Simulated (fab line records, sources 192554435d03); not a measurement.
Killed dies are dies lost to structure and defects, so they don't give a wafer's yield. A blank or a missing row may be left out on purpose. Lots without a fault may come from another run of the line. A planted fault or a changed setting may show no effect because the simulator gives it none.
Which tool did it? | flow n5_finfet | 11 lots, 33 wafers sampled, at 5 steps of a route of 1938

WHAT THE GAUGES READ, wafer by wafer
The record holds no reading of a measuring or inspecting step that can be judged against a usual standard deviation.

WHICH TOOL RAN EACH LOT (tool, then ch and the chambers of the sampled wafers, then the start)
lot  | N5_BEOL_M3_ALD_84                   | N5_MIM_BOT_ETCH_ETCH_04            | N5_MIM_BOT_ETCH_ETCH_00           | N5_PASSIVATION_PRE_CLEAN_19  | N5_PASSIVATION_PROBE_49
L466 | ald_metal-03 ch 1,2,3, day 7 07:02  | rie_diel-04 ch 0,2,3, day 11 23:02 | rie_metal-03 ch 0, day 11 23:18   | pvd_sputter-01, day 12 01:57 | -
L469 | ald_metal-04 ch 1,2, day 8 00:31    | rie_diel-04 ch 1,2, day 12 08:57   | rie_metal-03 ch 0,1, day 12 09:10 | pvd_sputter-02, day 12 11:28 | -
L468 | ald_metal-03 ch 0,1,2, day 8 05:39  | rie_diel-04 ch 1,3, day 12 07:43   | rie_metal-02 ch 0,1, day 12 07:56 | pvd_sputter-01, day 12 10:44 | -
L470 | ald_metal-04 ch 1,3, day 8 13:34    | rie_diel-05 ch 0,1, day 12 20:05   | rie_metal-03 ch 0,1, day 12 20:16 | pvd_sputter-03, day 12 23:23 | -
L472 | ald_metal-01 ch 0,1,2, day 8 16:17  | rie_diel-02 ch 0,1,2, day 13 07:47 | rie_metal-01 ch 0,1, day 13 07:58 | pvd_sputter-03, day 13 12:28 | -
L471 | ald_metal-03 ch 1,2,3, day 8 16:34  | rie_diel-02 ch 0,1,2, day 12 20:23 | rie_metal-02 ch 0,1, day 12 20:36 | pvd_sputter-02, day 13 00:43 | -
L474 | ald_metal-03 ch 0,1,3, day 9 04:58  | rie_diel-02 ch 0,3, day 13 13:34   | rie_metal-02 ch 0, day 13 13:44   | pvd_sputter-03, day 13 16:08 | -
L482 | ald_metal-04 ch 1,2,3, day 10 22:37 | rie_diel-04 ch 1,2, day 15 11:07   | rie_metal-03 ch 0,1, day 15 11:19 | pvd_sputter-02, day 15 18:58 | prober-01, day 16 02:08
L481 | ald_metal-04 ch 0,1,2, day 11 02:05 | rie_diel-04 ch 1,2, day 15 14:34   | rie_metal-03 ch 0,1, day 15 14:47 | pvd_sputter-02, day 15 17:50 | prober-02, day 16 01:06
L485 | ald_metal-03 ch 0,1,3, day 12 10:19 | rie_diel-02 ch 0,2,3, day 16 21:19 | rie_metal-02 ch 0,1, day 16 21:29 | pvd_sputter-02, day 16 23:23 | -
L488 | ald_metal-03 ch 0,1,2, day 12 18:52 | rie_diel-04 ch 0,2,3, day 17 02:27 | rie_metal-03 ch 0,1, day 17 02:38 | pvd_sputter-01, day 17 05:20 | -
- N5_BEOL_M3_ALD_84: deposits TaN, pulse time 2 s, purge time 3 s, co reactant purge time 2 s.
- N5_MIM_BOT_ETCH_ETCH_04: etches SiNx in CF4/O2, target depth 26 nm, time 13 s.
- N5_MIM_BOT_ETCH_ETCH_00: etches TiN in Cl2/BCl3, target depth 45.5 nm.
- N5_PASSIVATION_PRE_CLEAN_19
- N5_PASSIVATION_PROBE_49

WHAT THE TOOLS THEMSELVES READ (means of the sampled wafers that have a number; where no wafer has one, the mark that the record gives instead)
N5_BEOL_M3_ALD_84. Usual: heater_power_w 428 W, standard deviation 39; mfc_carrier_sccm 1499 sccm, standard deviation 4.5.
lot  | tool         | heater_power_w (W) | mfc_carrier_sccm (sccm) | flag
L466 | ald_metal-03 | 411                | 1498                    |
L469 | ald_metal-04 | 461                | 1503                    |
L468 | ald_metal-03 | 422                | 1499                    |
L470 | ald_metal-04 | 405                | 1497                    |
L472 | ald_metal-01 | 432                | 1500                    |
L471 | ald_metal-03 | 406                | 1497                    |
L474 | ald_metal-03 | 414                | 1501                    |
L482 | ald_metal-04 | 440                | 1498                    |
L481 | ald_metal-04 | 452                | 1499                    |
L485 | ald_metal-03 | 411                | 1504                    |
L488 | ald_metal-03 | 422                | 1501                    |

N5_MIM_BOT_ETCH_ETCH_04. Usual: drypump_motor_current_A 5.4 A, standard deviation 0.39; oes_o_777_au 0.78 a.u., standard deviation 0.097; oes_product_au 0.79 a.u., standard deviation 0.1; rf_vpp_V 241 V, standard deviation 3.5; showerhead_plenum_p_Torr 2.20 Torr, standard deviation 0.086; throttle_valve_pct 15.97 %, standard deviation 0.18.
lot  | tool        | drypump_motor_current_A (A) | oes_o_777_au (a.u.) | oes_product_au (a.u.) | rf_vpp_V (V) | showerhead_plenum_p_Torr (Torr) | throttle_valve_pct (%) | flag
L466 | rie_diel-04 | 5.4                         | 0.72                | 0.73                  | 243          | 2.11                            | 16.07                  |
L469 | rie_diel-04 | 5.0                         | 0.79                | 0.78                  | 242          | 2.19                            | 16.04                  |
L468 | rie_diel-04 | 5.5                         | 0.67                | 0.68                  | 243          | 2.15                            | 16.15                  |
L470 | rie_diel-05 | 5.1                         | 0.73                | 0.74                  | 242          | 2.18                            | 15.87                  |
L472 | rie_diel-02 | 5.5                         | 0.73                | 0.73                  | 237          | 2.20                            | 16.06                  |
L471 | rie_diel-02 | 5.5                         | 0.74                | 0.73                  | 238          | 2.20                            | 16.06                  |
L474 | rie_diel-02 | 5.5                         | 0.72                | 0.73                  | 242          | 2.14                            | 16.09                  |
L482 | rie_diel-04 | 5.0                         | 0.84                | 0.84                  | 242          | 2.18                            | 15.93                  |
L481 | rie_diel-04 | 5.1                         | 0.87                | 0.88                  | 240          | 2.22                            | 15.91                  |
L485 | rie_diel-02 | 5.6                         | 0.90                | 0.93                  | 241          | 2.28                            | 15.85                  |
L488 | rie_diel-04 | 5.4                         | 0.87                | 0.89                  | 241          | 2.27                            | 15.84                  |

N5_MIM_BOT_ETCH_ETCH_00. Usual: drypump_motor_current_A 5.7 A, standard deviation 0.47; he_backside_leak_sccm 3.4 sccm, standard deviation 0.36; oes_product_au 0.82 a.u., standard deviation 0.11; throttle_valve_pct 22.03 %, standard deviation 0.26.
lot  | tool         | drypump_motor_current_A (A) | he_backside_leak_sccm (sccm) | oes_product_au (a.u.) | throttle_valve_pct (%) | flag
L466 | rie_metal-03 | 6.1                         | 3.0                          | 0.81                  | 22.32                  |
L469 | rie_metal-03 | 6.1                         | 3.2                          | 0.87                  | 22.09                  |
L468 | rie_metal-02 | 5.7                         | 3.5                          | 0.74                  | 22.15                  |
L470 | rie_metal-03 | 6.0                         | 3.2                          | 0.91                  | 21.91                  |
L472 | rie_metal-01 | 5.6                         | 3.4                          | 0.76                  | 22.12                  |
L471 | rie_metal-02 | 5.9                         | 3.6                          | 0.80                  | 22.01                  |
L474 | rie_metal-02 | 6.1                         | 3.5                          | 0.87                  | 21.84                  |
L482 | rie_metal-03 | 6.1                         | 3.2                          | 0.83                  | 22.11                  |
L481 | rie_metal-03 | 6.0                         | 3.1                          | 0.83                  | 22.12                  |
L485 | rie_metal-02 | 5.9                         | 3.6                          | 0.78                  | 22.01                  |
L488 | rie_metal-03 | 6.0                         | 3.1                          | 0.81                  | 22.14                  |

N5_PASSIVATION_PRE_CLEAN_19. Usual: heater_power_w 489 W, standard deviation 80.
lot  | tool           | heater_power_w (W) | flag
L466 | pvd_sputter-01 | 446                |
L469 | pvd_sputter-02 | 553                |
L468 | pvd_sputter-01 | 463                |
L470 | pvd_sputter-03 | 521                |
L472 | pvd_sputter-03 | 510                |
L471 | pvd_sputter-02 | 513                |
L474 | pvd_sputter-03 | 402                |
L482 | pvd_sputter-02 | 512                |
L481 | pvd_sputter-02 | 511                |
L485 | pvd_sputter-02 | 489                |
L488 | pvd_sputter-01 | 446                |

N5_PASSIVATION_PROBE_49. Usual: defect_limited_yield 91.7 %, standard deviation 1.5; killed_at_M0_to_M3 32, standard deviation 9.6; killed_at_M4_up 13, standard deviation 5.3; killed_at_contacts 12, standard deviation 6.8; killed_at_front_end 36, standard deviation 9.8; killed_at_other 4, standard deviation 3.1; killed_dies 98, standard deviation 17; killed_open 65, standard deviation 13; killed_short 32, standard deviation 8.5; sort_bin_5_function 4.9 %, standard deviation 0.93; sort_bin_6_memory 3.2 %, standard deviation 0.67; sort_n_pass 1082, standard deviation 17; sort_yield_pct 91.7 %, standard deviation 1.4.
lot  | tool      | defect_limited_yield (%) | killed_at_M0_to_M3 | killed_at_M4_up | killed_at_contacts | killed_at_front_end | killed_at_other | killed_dies | killed_open | killed_short | sort_bin_5_function (%) | sort_bin_6_memory (%) | sort_n_pass | sort_yield_pct (%) | flag
L482 | prober-01 | 89.8                     | 59                 | 13              | 20                 | 27                  | 2               | 121         | 60          | 26           | 5.9                     | 3.7                   | 1059        | 89.8               |
L481 | prober-02 | 89.1                     | 57                 | 15              | 6                  | 45                  | 6               | 129         | 65          | 34           | 7.2                     | 3.1                   | 1051        | 89.1               |

THE ANSWER, worked out from the rows above alone
Rule: a lot is off if the mean of its wafers that have a number lies more than 3 standard deviations from the usual mean. A lot without any number at a reading at which 4 lots or more have one is off too. The other lots that the step has rows for count as sound. The gauges are gone through in route order, then the tools' own readings, and for those a lot's mean is taken as printed above. The first step at which some lot is off is used, and at that step the reading that is off furthest; a lot without a number counts as furthest.
No lot is off at any reading shown: from this, nothing can be told.

WHAT THE SIMULATOR HAD PUT IN
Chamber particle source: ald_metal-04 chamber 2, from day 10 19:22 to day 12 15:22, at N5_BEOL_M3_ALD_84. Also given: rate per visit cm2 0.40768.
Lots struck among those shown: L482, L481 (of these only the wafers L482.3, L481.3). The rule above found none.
